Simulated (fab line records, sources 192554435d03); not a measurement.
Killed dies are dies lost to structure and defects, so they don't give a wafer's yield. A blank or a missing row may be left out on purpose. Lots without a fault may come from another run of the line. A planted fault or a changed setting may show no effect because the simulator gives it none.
A struck lot beside a sound one | flow n5_finfet | 33 steps out of a route of 1938
Sound: wafers L801.2, L801.3, L801.4. Struck: wafers L792.2, L792.6. The cause comes at the end.
At each step with rows: each side's tool, then ch and its chambers, then its first start. Under that, the readings that differ: sound wafers | struck wafers | difference of the means | sigmas: that difference in standard deviations of wafers without a fault.
alike: readings whose means differ by less than 2 such deviations, and words and numbers that are the same on both sides. not compared: withheld readings, readings that some wafer has no value for, bounds like >300 that may hide the same value, and numbers for which the record gives no deviation and whose values overlap.
The two part at a step that has a row with sigmas, a row that says differs or no value, or rows on one side only. Numbers that don't overlap but have no deviation are shown without sigmas and don't part them. A reading that every wafer of one side lacks parts them only if that side has two wafers or more.

first, 10 steps without rows for these wafers: N5_BEOL_M5_ILD_DEP_00 (deposits SiCOH lowk from DEMS/porogen, target thk 140.64 nm, time 25.9 s); N5_BEOL_M5_CURE_79 (cures SiCOH lowk, time 240 s); N5_BEOL_M5_PECVD_70 (deposits SiO2 from TEOS/O2, target thk 16 nm, time 18 s); N5_BEOL_M5_HM_DEP_02 (deposits TiN, target thk 20 nm); N5_BEOL_M5_COAT_59 (time 60 s, resist thk 60 nm); N5_BEOL_M5_COAT_60 (time 60 s, resist thk 12 nm); N5_BEOL_M5_COAT_71 (time 60 s, resist thk 5 nm); N5_BEOL_M5_COAT_05 (resist thk 30 nm); N5_BEOL_M5_EBR_07; N5_BEOL_M5_SOFTBAKE_06 (time 60 s).
N5_BEOL_M5_EXPOSE_08: exposes mask M5, target cd 28 nm.
  sound on euv_scanner-01 ch 0, day 13 18:55; struck on euv_scanner-02 ch 0, day 11 23:02
  reading              | sound             | struck      | difference | sigmas
  exposure_dose_mJ_cm2 | 35.65 35.66 35.74 | 35.98 36.00 | +0.31      | +8
  alike: mask
then, 2 steps without rows for these wafers: N5_BEOL_M5_PEB_09 (peb time 60 s); N5_BEOL_M5_DEVELOP_10 (develop time 30 s).
N5_BEOL_M5_DESCUM_16: chemistry O2, time 7 s.
  sound on rie_diel-05 ch 0,1,3, day 13 19:22; struck on rie_diel-02 ch 2,3, day 11 23:16
  reading                  | sound          | struck    | difference | sigmas
  model.BEOL_M5.cd_nm (nm) | 28.4 28.2 28.4 | 27.8 27.8 | -0.5       |
  alike: bias_power_w, drypump_motor_current_A, oes_product_au, rf_vpp_V, showerhead_plenum_p_Torr, throttle_valve_pct
  not compared: rf_hours_counter_h
then, 18 steps without rows for these wafers: N5_BEOL_M5_ETCH_72 (etches underlayer in N2/H2, target depth 6.5 nm, time 5.2 s); N5_BEOL_M5_ETCH_61 (etches SiARC in CF4, target depth 15.6 nm, time 26 s); N5_BEOL_M5_ETCH_62 (etches SOC in N2/H2, target depth 75 nm, overetch 15 nm, time 112.5 s); N5_BEOL_M5_STRIP_63 (strips in N2/H2); N5_BEOL_M5_STRIP_73 (strips in N2/H2); N5_BEOL_M5_STRIP_64 (strips in CF4); N5_BEOL_M5_HM_OPEN_17 (chemistry Cl2/BCl3, target TiN, target depth 20 nm, overetch 6 nm); N5_BEOL_M5_STRIP_19 (strips in O2); N5_BEOL_M5_COAT_65 (time 60 s, resist thk 60 nm); N5_BEOL_M5_COAT_66 (time 60 s, resist thk 12 nm); N5_BEOL_M5_COAT_74 (time 60 s, resist thk 5 nm); N5_BEOL_M5_COAT_22 (resist thk 30 nm); N5_BEOL_M5_EBR_24; N5_BEOL_M5_SOFTBAKE_23 (time 60 s); N5_BEOL_M5_EXPOSE_25 (exposes mask V4, defocus 10 nm); N5_BEOL_M5_PEB_26 (peb time 60 s); N5_BEOL_M5_DEVELOP_27 (develop time 30 s); N5_BEOL_M5_DESCUM_33 (chemistry O2, time 7 s).
N5_BEOL_M5_ETCH_75: etches underlayer in N2/H2, target depth 6.5 nm, time 5.2 s.
  sound on rie_diel-04 ch 1,2,3, day 13 22:22; struck on rie_diel-05 ch 3, day 12 03:11
  alike: drypump_motor_current_A, etch_rf_on_time_s, oes_product_au, rf_vpp_V, showerhead_plenum_p_Torr, throttle_valve_pct
  not compared: rf_hours_counter_h, model.BEOL_M5.cd_nm

WHERE THEY PART
Only at N5_BEOL_M5_EXPOSE_08, within this record. Later steps at which nothing parts them and some readings are alike: N5_BEOL_M5_DESCUM_16, N5_BEOL_M5_ETCH_75.

WHY: what the simulator had put in
Process parameter drift: euv_scanner-02, from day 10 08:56 on, at N5_BEOL_M5_EXPOSE_08. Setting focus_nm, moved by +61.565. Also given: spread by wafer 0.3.
